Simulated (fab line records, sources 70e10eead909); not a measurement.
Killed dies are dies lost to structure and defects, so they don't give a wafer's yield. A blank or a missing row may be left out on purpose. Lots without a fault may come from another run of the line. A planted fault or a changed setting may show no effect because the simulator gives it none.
Chamber matching | flow nand_harc | NHARC_P_M1_ETCH_35 on rie_diel-06: 4 sister chambers
The step etches the open film in N2/H2, target depth 40 nm, overetch 12 nm, time 43.94 s. 4 wafers are shown with their chamber, then 7 later ones without.

WAFERS WITH THEIR CHAMBER
wafer  | chamber | drypump_motor_current_A (A)
L075.2 | 3       | 5.6
L080.6 | 2       | 4.9
L082.1 | 1       | 6.2
L082.2 | 0       | 6.3

WAFERS WITHOUT THEIR CHAMBER
wafer  | drypump_motor_current_A (A)
L082.4 | 4.8
L085.1 | 6.3
L085.2 | 5.6
L085.5 | 6.3
L087.1 | 4.8
L087.2 | 6.3
L087.6 | 5.6

WHICH CHAMBER EACH WENT THROUGH
wafer  | from the rows above     | in truth
L082.4 | 2                       | 2
L085.1 | can't be placed: 0 or 1 | 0
L085.2 | 3                       | 3
L085.5 | can't be placed: 0 or 1 | 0
L087.1 | 2                       | 2
L087.2 | can't be placed: 0 or 1 | 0
L087.6 | 3                       | 3
Placed correctly: 4 of 7. Can't be placed from these rows: 3 (the true chamber is among the candidates in 3). Placed wrongly: 0.
How it was worked out, from the rows above alone: a wafer's distance from a chamber is the root of the sum, over the readings, of the square of ((its reading less the chamber's mean) divided by the reading's scatter). The wafer belongs to the nearest chamber; if the next one is less than 2 further off, it can't be placed. A chamber's mean is the mean of its shown wafers. The scatter: with one shown wafer a chamber, the root of the mean of the squares of how far each hidden wafer lies from its nearest shown one.
